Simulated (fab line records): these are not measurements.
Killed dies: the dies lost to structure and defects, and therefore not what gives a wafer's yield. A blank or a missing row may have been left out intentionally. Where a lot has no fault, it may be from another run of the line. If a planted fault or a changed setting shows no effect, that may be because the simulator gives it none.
fab line records	flow n5_finfet	part 1 of 2: steps 1 to 4 of 6
[record] lots = 22	wafers = 66	last_day = 18
route steps=1938 shown SDB@368 HKMG_FIN@401 GATE_CUT@468
lots that met no fault: from a run of the same line without faults
start_h: the number of hours between the record's first day and the start of the first shown wafer of the lot	wait_h: how many hours have passed since the lot's step before this one	" same as the row above	L1.1+2: a row that stands for several wafers	- no value, or no start given	* or withheld: withheld	< > ~ a bound
route shown NAME@n: a module of which the file shows steps, and the number in the route of the first	usual: mean and standard deviation over wafers with no fault	same: alike in all rows	chamber/n: place in a boat	sites: the reading at each site	_std_site: the values' standard deviation	_edge_site: mean of outer sites minus mean of inner sites	radius_mm: how far each site lies from the wafer's centre	mask NAME#n: copy n	behind: the tool/chamber that last shaped the wafer	hold: reason for holding the lot/hours on hold/outcome of the hold	device: transistor that didn't switch, given as n, p or np	end of line: the route-end tests of the same wafers	step lacking rows: just its recipe	killed: not the wafer's yield, but the dies lost to structure and defects at the first sort	map: shows each die of a wafer: x if killed, . if not, _ if none is there
set.NAME: the setting the step ran with; set.NAME@STEP: the setting that earlier step ran with	model.NAME: the simulator's own value behind a step, which no gauge read
route steps across a sampled set of lots; one table per step, one row per wafer
services: the hour from which a tool's chamber was out of use, counted from the record's first day as start_h (under 0 if before that day), plus the number of hours and why
[[steps]]
[step N5_SDB_ETCH_25]
[recipe] chemistry = C4F6/O2	target = SiO2	target_depth_a = 100	time_s = 3.3	ion_energy_ev = 250	mask_material = SiNx	pressure_mtorr = 30	source_w = 345	bias_w = 185	Ar_flow_sccm = 300	C4F6_flow_sccm = 10	O2_flow_sccm = 10
[usual] drypump_motor_current_A = 5.5/0.5	oes_product_au = 0.78/0.098	rf_vpp_V = 673/11	showerhead_plenum_p_Torr = 2.83/0.092	throttle_valve_pct = 21.20/0.27
lot.wafer	tool	chamber	start_h	wait_h	drypump_motor_current_A	oes_product_au	rf_hours_counter_h	rf_vpp_V	showerhead_plenum_p_Torr	throttle_valve_pct
L074.2	rie_diel-03	3	66.03	0.0	5.2	0.78	102	660	2.99	21.14
L074.3	"	1	"	"	5.3	0.90	35	684	2.78	20.79
L074.4	"	1	"	"	5.3	0.89	-	684	2.78	20.79
L075.1	rie_diel-04	0	73.09	0.5	5.0	0.72	215	677	2.80	21.26
L075.4	"	1	"	"	6.0	0.77	158	684	2.96	21.54
L075.6	"	2	"	"	5.1	0.73	-	665	2.81	21.22
L076.2	rie_diel-04	0	76.99	0.1	4.9	0.71	217	676	2.80	21.24
L076.3	"	3	"	"	6.2	0.71	224	668	2.80	21.11
L076.5	"	1	"	"	6.0	0.77	-	684	2.96	21.54
L077.2	rie_diel-02	1	84.44	0.0	6.4	0.69	222	664	2.80	20.78
L077.4	"	2	"	"	5.1	0.89	24	657	2.78	20.94
L077.5	"	3	"	"	5.3	0.70	-	669	2.70	21.31
L078.2	rie_diel-04	2	90.35	0.0	5.1	0.72	233	666	2.80	21.24
L078.5	"	3	"	"	6.2	0.70	-	666	2.80	21.11
L078.6	"	2	"	"	5.1	0.72	-	665	2.80	21.22
L079.2	rie_diel-02	1	98.08	0.2	6.4	0.69	227	665	2.80	20.80
L079.4	"	0	"	"	5.1	0.72	-	664	2.73	21.66
L079.6	"	2	"	"	5.2	0.88	-	658	2.78	20.93
L080.4	rie_diel-04	0	107.17	0.6	4.9	0.70	229	676	2.79	21.27
L080.5	"	3	"	"	6.2	0.70	-	669	2.80	21.11
L080.6	"	0	"	"	5.0	0.70	-	676	2.79	21.26
L081.3	rie_diel-04	2	110.82	0.1	5.1	0.72	239	667	2.80	21.22
L081.5	"	3	"	"	6.2	0.70	-	668	2.80	21.13
L081.6	"	2	"	"	5.1	0.70	-	665	2.80	21.22
L082.1	rie_diel-02	2	114.79	0.0	5.2	0.88	35	658	2.78	20.95
L082.2	"	3	"	"	5.3	1.00	4	682	3.03	20.98
L082.3	"	1	"	"	6.4	0.69	232	666	2.80	20.80
L083.1	rie_diel-03	1	121.09	1.1	5.3	0.86	55	686	2.77	20.83
L083.3	"	3	"	"	5.2	0.75	123	660	2.98	21.19
L083.4	"	0	"	"	6.1	0.94	12	685	2.79	21.38
L084.3	rie_diel-02	3	128.56	0.0	5.3	0.97	10	681	3.03	20.99
L084.4	"	0	"	"	5.1	0.71	200	664	2.72	21.66
L084.6	"	2	"	"	5.2	0.86	-	658	2.77	20.94
L085.2	rie_diel-02	3	132.56	0.0	5.3	0.97	11	683	3.03	20.99
L085.4	"	0	"	"	5.1	0.71	201	664	2.72	21.66
L085.6	"	0	"	"	5.1	0.71	-	666	2.72	21.66
L086.1	rie_diel-04	1	140.07	0.0	6.0	0.74	180	684	2.95	21.57
L086.2	"	3	"	"	6.2	0.69	248	667	2.79	21.13
L086.4	"	0	"	"	5.0	0.69	-	676	2.79	21.30
L087.1	rie_diel-02	1	145.39	0.0	6.4	0.68	242	665	2.79	20.83
L087.3	"	3	"	"	5.3	0.97	15	681	3.03	21.00
L087.6	"	3	"	"	5.3	0.96	-	680	3.03	20.99
L088.2	rie_diel-04	3	151.20	0.1	6.2	0.69	253	667	2.79	21.15
L088.3	"	0	"	"	5.0	0.69	247	676	2.78	21.28
L088.6	"	1	"	"	6.0	0.73	-	685	2.95	21.58
L089.1	rie_diel-04	1	157.51	0.0	6.0	0.74	189	683	2.95	21.59
L089.2	"	3	"	"	6.1	0.68	256	667	2.79	21.16
L089.3	"	0	"	"	5.0	0.68	250	675	2.78	21.27
L090.1	rie_diel-02	3	160.63	0.0	5.3	0.94	22	681	3.02	21.02
L090.2	"	0	"	"	5.1	0.70	210	663	2.72	21.66
L090.3	"	1	"	"	6.4	0.68	248	664	2.79	20.82
L093.1	rie_diel-04	2	179.84	0.0	5.1	0.96	7	663	2.79	20.93
L093.5	"	1	"	"	6.0	0.73	-	685	2.95	21.59
L093.6	"	2	"	"	5.1	0.96	-	666	2.79	20.92
L094.3	rie_diel-04	1	193.24	0.6	6.0	0.72	-	683	2.94	21.59
L094.4	"	2	"	"	5.1	0.95	-	664	2.79	20.94
L094.6	"	2	"	"	5.1	0.94	-	665	2.79	20.95
L095.2	rie_diel-03	1	193.33	0.6	5.3	0.83	81	683	2.76	20.84
L095.3	"	3	"	"	5.2	0.74	154	659	2.96	21.23
L095.6	"	1	"	"	5.3	0.82	-	686	2.76	20.86
L096.1	rie_diel-03	2	200.36	0.0	5.8	0.69	232	698	2.80	21.13
L096.4	"	1	"	"	5.3	0.81	84	684	2.76	20.84
L096.6	"	2	"	"	5.9	0.70	-	696	2.80	21.13
L097.1	rie_diel-03	2	207.42	0.0	5.9	0.69	234	695	2.80	21.15
L097.2	"	3	"	"	5.2	0.72	159	659	2.96	21.23
L097.4	"	3	"	"	5.2	0.71	-	658	2.96	21.21
[step N5_HKMG_FIN_DESCUM_53]
[recipe] chemistry = O2	time_s = 7.9	source_power_w = 50	bias_power_w = 20	pressure_mtorr = 20	rf_frequency_hz = 2.712e+07	temp_c = 40	resist = CAR-ArF	o2_flow_sccm = 225
[usual] drypump_motor_current_A = 5.5/0.48	oes_product_au = 0.81/0.11	rf_vpp_V = 242.9/1.5	showerhead_plenum_p_Torr = 2.08/0.078	throttle_valve_pct = 20.43/0.27
lot.wafer	tool	chamber	start_h	wait_h	drypump_motor_current_A	oes_product_au	rf_hours_counter_h	rf_vpp_V	showerhead_plenum_p_Torr	throttle_valve_pct
L074.2	rie_diel-02	2	72.37	0.0	5.1	0.92	19	242.0	2.06	20.26
L074.3	"	1	"	"	6.4	0.70	217	242.7	2.07	20.09
L074.4	"	3	"	"	5.3	0.70	244	241.1	1.98	20.61
L075.1	rie_diel-04	3	78.26	0.0	6.2	0.71	224	242.3	2.07	20.50
L075.4	"	0	"	"	5.0	0.71	217	242.2	2.05	20.48
L075.6	"	3	"	"	6.2	0.70	-	242.4	2.07	20.50
L076.2	rie_diel-03	3	81.97	0.0	5.1	0.77	109	245.4	2.17	20.23
L076.3	"	2	"	"	5.8	0.73	184	243.4	2.09	20.46
L076.5	"	3	"	"	5.2	0.77	-	245.5	2.17	20.23
L077.2	rie_diel-03	1	89.42	0.0	5.3	0.87	45	243.6	2.06	20.22
L077.4	"	0	"	"	6.1	0.99	2	242.1	2.07	20.67
L077.5	"	1	"	"	5.3	0.86	-	243.2	2.06	20.22
L078.2	rie_diel-03	1	95.25	0.0	5.3	0.86	47	240.7	2.06	20.25
L078.5	"	3	"	"	5.1	0.76	-	244.3	2.17	20.24
L078.6	"	0	"	"	6.1	0.97	-	240.2	2.07	20.68
L079.2	rie_diel-03	3	103.72	0.4	5.1	0.77	117	243.8	2.17	20.24
L079.4	"	1	"	"	5.3	0.84	49	240.9	2.06	20.25
L079.6	"	0	"	"	6.1	0.95	-	242.7	2.07	20.69
L080.4	rie_diel-03	0	112.62	0.0	6.1	0.95	9	241.7	2.06	20.69
L080.5	"	0	"	"	6.1	0.95	-	241.2	2.07	20.70
L080.6	"	1	"	"	5.3	0.85	-	240.0	2.06	20.25
L081.3	rie_diel-02	1	116.48	0.3	6.4	0.70	233	243.9	2.06	20.10
L081.5	"	3	"	"	5.3	0.99	-	243.4	2.24	20.25
L081.6	"	2	"	"	5.2	0.88	-	241.8	2.05	20.28
L082.1	rie_diel-02	2	120.29	0.4	5.2	0.89	37	241.4	2.05	20.30
L082.2	"	1	"	"	6.4	0.69	234	242.5	2.06	20.12
L082.3	"	3	"	"	5.3	0.98	6	244.1	2.24	20.26
L083.1	rie_diel-02	3	126.04	0.0	5.3	0.97	9	244.8	2.24	20.25
L083.3	"	2	"	"	5.1	0.88	40	242.4	2.05	20.29
L083.4	"	0	"	"	5.1	0.71	199	241.2	1.98	20.80
L084.3	rie_diel-03	2	133.74	0.2	5.9	0.71	203	244.4	2.09	20.48
L084.4	"	0	"	"	6.1	0.92	-	242.7	2.06	20.69
L084.6	"	3	"	"	5.1	0.75	-	244.8	2.17	20.25
L085.2	rie_diel-04	3	137.44	0.0	6.2	0.69	247	242.8	2.06	20.52
L085.4	"	1	"	"	6.0	0.75	179	243.4	2.17	20.80
L085.6	"	3	"	"	6.1	0.69	-	243.0	2.06	20.53
L086.1	rie_diel-04	1	145.00	0.0	6.0	0.74	182	242.8	2.17	20.80
L086.2	"	3	"	"	6.2	0.69	250	243.3	2.06	20.51
L086.4	"	3	"	"	6.2	0.70	-	243.1	2.06	20.53
L087.1	rie_diel-02	2	150.51	0.2	5.1	0.87	48	242.3	2.05	20.28
L087.3	"	3	"	"	5.3	0.95	17	244.9	2.23	20.27
L087.6	"	3	"	"	5.3	0.95	-	245.3	2.23	20.29
L088.2	rie_diel-02	0	156.62	0.3	5.1	0.70	209	241.5	1.97	20.82
L088.3	"	2	"	"	5.2	0.86	51	241.4	2.05	20.30
L088.6	"	3	"	"	5.3	0.93	-	244.9	2.23	20.26
L089.1	rie_diel-03	3	162.81	0.0	5.1	0.74	139	245.0	2.16	20.26
L089.2	"	2	"	"	5.9	0.71	214	242.8	2.08	20.50
L089.3	"	1	"	"	5.3	0.83	66	241.7	2.06	20.27
L090.1	rie_diel-04	1	165.48	0.1	6.0	0.74	191	243.3	2.17	20.81
L090.2	"	2	"	"	5.1	1.01	0	243.2	2.07	20.29
L090.3	"	0	"	"	5.0	0.68	252	241.4	2.04	20.52
L093.1	rie_diel-02	0	185.46	0.0	5.1	0.70	221	243.1	1.97	20.83
L093.5	"	0	"	"	5.1	0.69	-	241.1	1.97	20.85
L093.6	"	1	"	"	6.4	1.01	-	242.3	2.05	19.81
L094.3	rie_diel-02	1	198.48	0.3	6.4	0.98	5	242.5	2.05	19.82
L094.4	"	2	"	"	5.2	0.83	68	242.0	2.04	20.33
L094.6	"	1	"	"	6.4	0.98	-	243.0	2.05	19.81
L095.2	rie_diel-04	2	198.88	0.5	5.1	0.94	16	241.9	2.06	20.32
L095.3	"	1	"	"	6.0	0.73	206	245.5	2.16	20.83
L095.6	"	2	"	"	5.1	0.93	-	240.9	2.06	20.29
L096.1	rie_diel-02	1	205.60	0.3	6.4	0.97	8	242.6	2.05	19.82
L096.4	"	0	"	"	5.1	0.69	228	242.2	1.97	20.85
L096.6	"	0	"	"	5.1	0.69	-	242.5	1.97	20.84
L097.1	rie_diel-04	3	212.64	0.0	6.2	0.90	14	241.0	2.05	20.11
L097.2	"	0	"	"	5.0	0.97	2	242.1	2.04	20.19
L097.4	"	2	"	"	5.0	0.91	23	242.0	2.06	20.32
[step N5_HKMG_FIN_ETCH_86]
[recipe] chemistry = N2/H2	target = SOC	target_depth_a = 3932	stop_on = TiN	ion_energy_ev = 100	bias_w = 61	pressure_mtorr = 30	source_w = 850	n2_flow_sccm = 200	h2_flow_sccm = 200
[usual] drypump_motor_current_A = 5.5/0.49	oes_product_au = 0.77/0.091	rf_vpp_V = 240.6/1.3	showerhead_plenum_p_Torr = 2.54/0.085	throttle_valve_pct = 17.84/0.29
lot.wafer	tool	chamber	start_h	wait_h	drypump_motor_current_A	oes_product_au	rf_hours_counter_h	rf_vpp_V	showerhead_plenum_p_Torr	throttle_valve_pct
L074.2	rie_diel-02	1	77.18	-	6.5	0.70	219	240.5	2.51	17.50
L074.3	"	3	"	"	5.3	0.70	246	239.2	2.39	17.81
L074.4	"	0	"	"	5.1	0.73	182	239.8	2.42	18.12
L075.1	rie_diel-04	2	83.04	-	5.1	0.71	230	239.7	2.51	17.94
L075.4	"	0	"	"	5.0	0.70	220	239.8	2.54	18.29
L075.6	"	0	"	"	5.0	0.70	-	241.3	2.54	18.27
L076.2	rie_diel-02	2	87.10	-	5.1	0.89	25	240.2	2.50	17.70
L076.3	"	1	"	"	6.4	0.70	223	240.6	2.51	17.51
L076.5	"	0	"	"	5.1	0.73	-	238.2	2.42	18.11
L077.2	rie_diel-04	1	94.31	-	6.0	0.74	163	241.6	2.64	18.13
L077.4	"	2	"	"	5.1	0.70	234	240.1	2.51	17.95
L077.5	"	1	"	"	6.0	0.75	-	240.3	2.64	18.14
L078.2	rie_diel-04	3	99.97	-	6.2	0.70	233	240.4	2.51	17.81
L078.5	"	0	"	"	4.9	0.69	-	239.8	2.54	18.28
L078.6	"	3	"	"	6.1	0.70	-	242.1	2.51	17.80
L079.2	rie_diel-04	2	108.73	-	5.1	0.70	239	239.0	2.51	17.95
L079.4	"	0	"	"	4.9	0.70	230	239.8	2.54	18.27
L079.6	"	3	"	"	6.2	0.70	-	239.9	2.51	17.81
L080.4	rie_diel-02	0	117.30	-	5.1	0.72	195	240.3	2.41	18.15
L080.5	"	3	"	"	5.3	0.96	-	242.4	2.70	17.40
L080.6	"	2	"	"	5.1	0.87	-	241.3	2.50	17.73
L081.3	rie_diel-04	1	121.65	-	6.0	0.74	174	242.9	2.63	18.16
L081.5	"	3	"	"	6.1	0.69	-	239.8	2.51	17.83
L081.6	"	0	"	"	5.0	0.69	-	240.6	2.54	18.30
L082.1	rie_diel-02	1	125.03	-	6.4	0.69	236	240.0	2.50	17.53
L082.2	"	3	"	"	5.3	0.95	8	241.9	2.70	17.42
L082.3	"	2	"	"	5.2	0.85	39	240.8	2.50	17.73
L083.1	rie_diel-03	0	130.71	-	6.1	0.91	16	238.6	2.49	17.97
L083.3	"	2	"	"	5.8	0.72	201	238.9	2.53	17.94
L083.4	"	3	"	"	5.1	0.75	-	242.2	2.67	17.85
L084.3	rie_diel-02	3	138.62	-	5.3	0.93	13	243.0	2.70	17.42
L084.4	"	1	"	"	6.4	0.69	240	241.7	2.50	17.55
L084.6	"	0	"	"	5.1	0.71	-	238.0	2.41	18.15
L085.2	rie_diel-02	3	142.06	-	5.3	0.94	15	243.4	2.70	17.40
L085.4	"	0	"	"	5.1	0.71	204	239.1	2.41	18.14
L085.6	"	2	"	"	5.1	0.85	-	238.9	2.50	17.73
L086.1	rie_diel-04	1	149.91	-	6.0	0.73	185	241.4	2.63	18.20
L086.2	"	0	"	"	5.0	0.68	246	241.2	2.53	18.31
L086.4	"	1	"	"	6.0	0.73	-	241.6	2.63	18.19
L087.1	rie_diel-02	0	155.26	-	5.1	0.71	208	238.8	2.41	18.15
L087.3	"	2	"	"	5.1	0.84	50	241.3	2.49	17.74
L087.6	"	2	"	"	5.1	0.85	-	238.5	2.49	17.73
L088.2	rie_diel-03	2	161.34	-	5.9	0.71	213	239.5	2.52	17.95
L088.3	"	1	"	"	5.3	0.83	65	239.4	2.47	17.41
L088.6	"	1	"	"	5.3	0.83	-	240.6	2.47	17.41
L089.1	rie_diel-04	2	167.60	-	5.1	0.96	2	239.8	2.50	17.55
L089.2	"	0	"	"	5.0	0.67	254	240.5	2.53	18.32
L089.3	"	1	"	"	6.0	0.72	192	241.5	2.63	18.19
L090.1	rie_diel-03	1	170.45	-	5.3	0.84	70	239.9	2.46	17.44
L090.2	"	2	"	"	5.9	0.70	218	241.5	2.52	17.95
L090.3	"	3	"	"	5.2	0.74	143	241.4	2.66	17.89
L093.1	rie_diel-03	1	190.10	-	5.3	0.82	79	240.0	2.46	17.44
L093.5	"	3	"	"	5.2	0.73	-	241.2	2.66	17.92
L093.6	"	1	"	"	5.3	0.81	-	239.7	2.46	17.45
L094.3	rie_diel-04	1	203.36	-	6.0	0.71	209	242.5	2.62	18.21
L094.4	"	1	"	"	6.0	0.71	-	241.7	2.62	18.23
L094.6	"	2	"	"	5.1	0.90	-	239.1	2.49	17.59
L095.2	rie_diel-04	2	203.50	-	5.1	0.90	19	239.6	2.49	17.60
L095.3	"	1	"	"	6.0	0.71	209	241.6	2.62	18.23
L095.6	"	1	"	"	6.0	0.71	-	242.3	2.62	18.23
L096.1	rie_diel-03	3	210.53	-	5.1	0.73	161	243.1	2.66	17.93
L096.4	"	3	"	"	5.2	0.73	-	242.5	2.66	17.92
L096.6	"	2	"	"	5.9	0.69	-	239.7	2.51	17.99
L097.1	rie_diel-02	2	217.36	-	5.1	0.82	74	240.5	2.48	17.79
L097.2	"	3	"	"	5.3	0.88	44	243.1	2.68	17.49
L097.4	"	1	"	"	6.4	0.92	13	240.9	2.49	17.16
[step N5_HKMG_FIN_NWFM_ALD_20]
[recipe] material = TiAlC	target_thk_a = 20	temp_c = 300	ald_precursor_family = TiCl4	ald_co_reactant = TEA	pulse_time_s = 3	purge_time_s = 2	co_reactant_purge_time_s = 2	co_reactant_pulse_time_s = 10	ald_cycles = 7	pressure_torr = 3
[usual] heater_power_w = 495/45	precursor_pulse_height_rel = 0.999/0.02
lot.wafer	tool	chamber	start_h	wait_h	heater_power_w	precursor_pulse_height_rel
L074.2	ald_metal-01	1	77.81	0.3	463	1.024
L074.3	"	3	"	"	424	1.007
L074.4	"	0	"	"	453	1.018
L075.1	ald_metal-01	3	83.67	0.3	417	0.997
L075.4	"	1	"	"	462	0.991
L075.6	"	1	"	"	483	1.041
L076.2	ald_metal-03	1	87.74	0.3	525	0.964
L076.3	"	0	"	"	473	0.994
L076.5	"	3	"	"	474	1.006
L077.2	ald_metal-02	0	94.94	0.3	520	0.981
L077.4	"	1	"	"	472	0.983
L077.5	"	2	"	"	544	1.011
L078.2	ald_metal-01	3	100.61	0.3	415	0.967
L078.5	"	0	"	"	460	1.028
L078.6	"	1	"	"	473	1.007
L079.2	ald_metal-03	3	109.37	0.3	496	1.005
L079.4	"	0	"	"	491	0.975
L079.6	"	1	"	"	515	0.966
L080.4	ald_metal-02	0	117.94	0.1	515	0.960
L080.5	"	1	"	"	490	1.032
L080.6	"	0	"	"	530	1.013
L081.3	ald_metal-03	2	122.29	0.2	616	0.989
L081.5	"	2	"	"	601	1.016
L081.6	"	1	"	"	509	0.962
L082.1	ald_metal-02	3	125.66	0.3	507	0.985
L082.2	"	1	"	"	482	0.988
L082.3	"	0	"	"	515	1.039
L083.1	ald_metal-02	2	131.35	0.3	530	1.013
L083.3	"	0	"	"	523	1.022
L083.4	"	3	"	"	504	0.991
L084.3	ald_metal-02	1	139.26	0.1	481	0.984
L084.4	"	2	"	"	522	0.979
L084.6	"	3	"	"	507	0.990
L085.2	ald_metal-03	0	142.70	0.3	471	1.014
L085.4	"	2	"	"	597	0.956
L085.6	"	3	"	"	490	0.960
L086.1	ald_metal-02	1	150.56	0.3	486	0.992
L086.2	"	0	"	"	527	0.980
L086.4	"	2	"	"	532	0.986
L087.1	ald_metal-03	3	155.90	0.3	491	0.990
L087.3	"	2	"	"	610	1.025
L087.6	"	0	"	"	487	0.963
L088.2	ald_metal-03	0	161.98	0.3	501	1.006
L088.3	"	3	"	"	481	0.995
L088.6	"	3	"	"	487	0.979
L089.1	ald_metal-01	0	168.24	0.3	460	0.987
L089.2	"	1	"	"	455	1.018
L089.3	"	3	"	"	427	0.996
L090.1	ald_metal-01	2	171.08	0.3	495	1.022
L090.2	"	0	"	"	455	1.008
L090.3	"	3	"	"	415	1.004
L093.1	ald_metal-01	1	190.74	0.3	468	0.999
L093.5	"	0	"	"	461	1.005
L093.6	"	1	"	"	469	1.006
L094.3	ald_metal-01	0	204.01	0.1	458	1.013
L094.4	"	2	"	"	499	0.996
L094.6	"	3	"	"	414	1.008
L095.2	ald_metal-03	2	204.14	0.3	590	1.005
L095.3	"	3	"	"	477	0.999
L095.6	"	2	"	"	614	0.976
L096.1	ald_metal-03	3	211.17	0.3	483	1.010
L096.4	"	2	"	"	597	0.995
L096.6	"	0	"	"	484	1.010
L097.1	ald_metal-03	0	217.99	0.3	481	1.005
L097.2	"	1	"	"	531	0.998
L097.4	"	3	"	"	477	0.996
